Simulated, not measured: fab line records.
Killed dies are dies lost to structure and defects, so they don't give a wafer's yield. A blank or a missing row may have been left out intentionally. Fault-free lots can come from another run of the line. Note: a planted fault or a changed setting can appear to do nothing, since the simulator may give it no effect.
Matching of chambers | flow n5_finfet | 4 sister chambers for N5_BEOL_M7_STRIP_36 on rie_diel-01
The step strips in N2/H2. 18 wafers are shown with their chamber, then 9 later ones without.

WAFERS PAIRED WITH THEIR CHAMBERS
wafer  | chamber | drypump_motor_current_A (A) | showerhead_plenum_p_Torr (Torr) | throttle_valve_pct (%)
L077.1 | 3       | 6.0                         | 2.53                            | 23.25
L077.2 | 2       | 5.2                         | 2.44                            | 23.74
L077.3 | 1       | 6.3                         | 2.47                            | 23.62
L078.2 | 2       | 5.2                         | 2.44                            | 23.74
L078.3 | 1       | 6.3                         | 2.47                            | 23.61
L078.6 | 3       | 6.0                         | 2.53                            | 23.23
L084.2 | 0       | 6.1                         | 2.62                            | 23.67
L084.3 | 1       | 6.4                         | 2.46                            | 23.64
L084.6 | 1       | 6.4                         | 2.46                            | 23.70
L085.1 | 2       | 5.2                         | 2.43                            | 23.76
L085.2 | 0       | 6.1                         | 2.62                            | 23.65
L085.3 | 1       | 6.3                         | 2.46                            | 23.71
L087.3 | 2       | 5.2                         | 2.43                            | 23.77
L087.4 | 3       | 6.0                         | 2.52                            | 23.25
L087.5 | 2       | 5.2                         | 2.43                            | 23.76
L090.3 | 3       | 6.0                         | 2.52                            | 23.22
L090.4 | 1       | 6.3                         | 2.46                            | 23.67
L090.5 | 0       | 6.1                         | 2.61                            | 23.67

SIGNATURES (averages over the wafers above)
reading                  | chamber 0 | chamber 1 | chamber 2 | chamber 3 | scatter within a chamber
drypump_motor_current_A  | 6.100     | 6.333     | 5.200     | 6.000     | 0.0309
showerhead_plenum_p_Torr | 2.6167    | 2.4633    | 2.4340    | 2.5250    | 0.00548
throttle_valve_pct       | 23.6633   | 23.6583   | 23.7540   | 23.2375   | 0.0272
Rule: distance of a wafer from a chamber = root of the sum over the readings of ((wafer's reading minus chamber's mean) / reading's scatter) squared. If the next closest chamber is less than 2 further off than the closest, the wafer can't be placed; otherwise it belongs to the closest. The scatter is the square root of a quotient: the sum, over the shown wafers, of each reading's squared deviation from its chamber's mean, divided by wafers minus chambers.

WAFERS WITHOUT THEIR CHAMBER
wafer  | drypump_motor_current_A (A) | showerhead_plenum_p_Torr (Torr) | throttle_valve_pct (%)
L094.1 | 6.0                         | 2.51                            | 23.29
L094.2 | 5.1                         | 2.43                            | 23.82
L094.4 | 6.4                         | 2.46                            | 23.66
L093.1 | 6.3                         | 2.46                            | 23.65
L093.2 | 6.1                         | 2.61                            | 23.69
L093.5 | 6.0                         | 2.51                            | 23.25
L095.1 | 5.1                         | 2.43                            | 23.80
L095.3 | 6.3                         | 2.46                            | 23.66
L095.6 | 6.0                         | 2.51                            | 23.29

WHICH CHAMBER EACH ONE RAN IN
wafer  | from the rows above | in truth
L094.1 | 3                   | 3
L094.2 | 2                   | 2
L094.4 | 1                   | 1
L093.1 | 1                   | 1
L093.2 | 0                   | 0
L093.5 | 3                   | 3
L095.1 | 2                   | 2
L095.3 | 1                   | 1
L095.6 | 3                   | 3
Placed correctly: 9 of 9. Not placeable from these rows: 0. 0 placed wrongly.
